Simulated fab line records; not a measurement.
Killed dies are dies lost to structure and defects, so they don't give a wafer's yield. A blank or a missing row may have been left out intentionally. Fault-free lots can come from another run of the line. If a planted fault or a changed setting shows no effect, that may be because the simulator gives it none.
The same fault as seen by 2 desks    flow n5 finfet    every desk sees just its own numbers, and what lay behind them comes last

## FROM THE METROLOGY DESK
What the gauges read, lot by lot, whatever tool the lot ran on: means of the sampled wafers that have a number. Marked OUT: a lot whose mean sits more than 4 standard deviations from the usual mean, which makes it out of limits; the brackets give that distance. It has 10 readings; the 7 that lie furthest out on some lot are the ones shown.
Columns: A = DIBL_P at N5_BEOL_M4_RC_MEAS_101, usual 35.9 mV/V; B = ION_N at N5_BEOL_M4_RC_MEAS_101, usual 672 uA/um; C = ION_P at N5_BEOL_M4_RC_MEAS_101, usual 461 uA/um; D = SS_N at N5_BEOL_M4_RC_MEAS_101, usual 71.4 mV/dec; E = SS_P at N5_BEOL_M4_RC_MEAS_101, usual 73.2 mV/dec; F = VT_N at N5_BEOL_M4_RC_MEAS_101, usual 249.3 mV; G = VT_P at N5_BEOL_M4_RC_MEAS_101, usual -250 mV
lot   first seen here  A     B    C    D     E     F      G
L468  day 9 16:41      35.0  673  468  71.1  73.1  249.6  -248
L472  day 10 16:13     35.1  666  452  70.9  73.8  252.5  -256
L473  day 11 10:02     37.5  683  464  71.8  73.1  246.0  -250
L474  day 11 10:28     35.3  675  465  71.3  73.2  249.6  -249
L475  day 11 14:25     35.9  683  471  71.6  72.7  247.0  -246
L479  day 12 12:24     37.2  670  458  72.1  73.3  247.6  -249
L483  day 13 21:41     36.2  673  458  71.6  73.7  248.3  -250
L484  day 14 04:16     37.0  673  459  71.1  73.6  251.7  -252
This desk found nothing out of limits on any of the 8 lots.

## TOOL OWNER'S DESK, litho track-02
The tool's own readings at N5_FIN_CUT_COAT_29 (time 60 s, resist thk 10 nm): means of the sampled wafers that have a number, for each lot that ran on this tool. Marked OUT: a lot whose mean sits more than 4 standard deviations from the usual mean, which makes it out of limits; the brackets give that distance.
Columns: A = spin speed rpm at N5_FIN_CUT_COAT_29, usual 1500.2 rpm
lot   first seen here  A
L468  day 3 22:15      1499.1
L472  day 4 22:30      1500.9
L473  day 5 04:31      1709.5 (+99 or more) OUT
L474  day 5 10:00      1709.5 (+99 or more) OUT
L475  day 5 14:55      1709.2 (+99 or more) OUT
Finding of this desk: L473, L474, L475 out of limits; the first was L473 at day 5 04:31, on spin speed rpm at N5_FIN_CUT_COAT_29. L468, L472: within limits.

## ALL TOGETHER
An alarm could have come from the tool owner's desk at day 5 04:31, on L473, L474, L475.
From the metrology desk's view, nothing was out of limits.
The metrology desk holds a record of L473, L474, L475, inside its limits.
All the named lots went through N5_FIN_CUT_COAT_29 on litho track-02.

## WHAT WAS PUT IN BY THE SIMULATOR
Process parameter drift: litho track-02, from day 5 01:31 on, at N5_FIN_CUT_COAT_29. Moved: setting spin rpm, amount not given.
Shown lots that were struck: L473, L474, L475.
Each desk's first reading out of limits, in hours after the fault started: the tool owner's desk, 3.
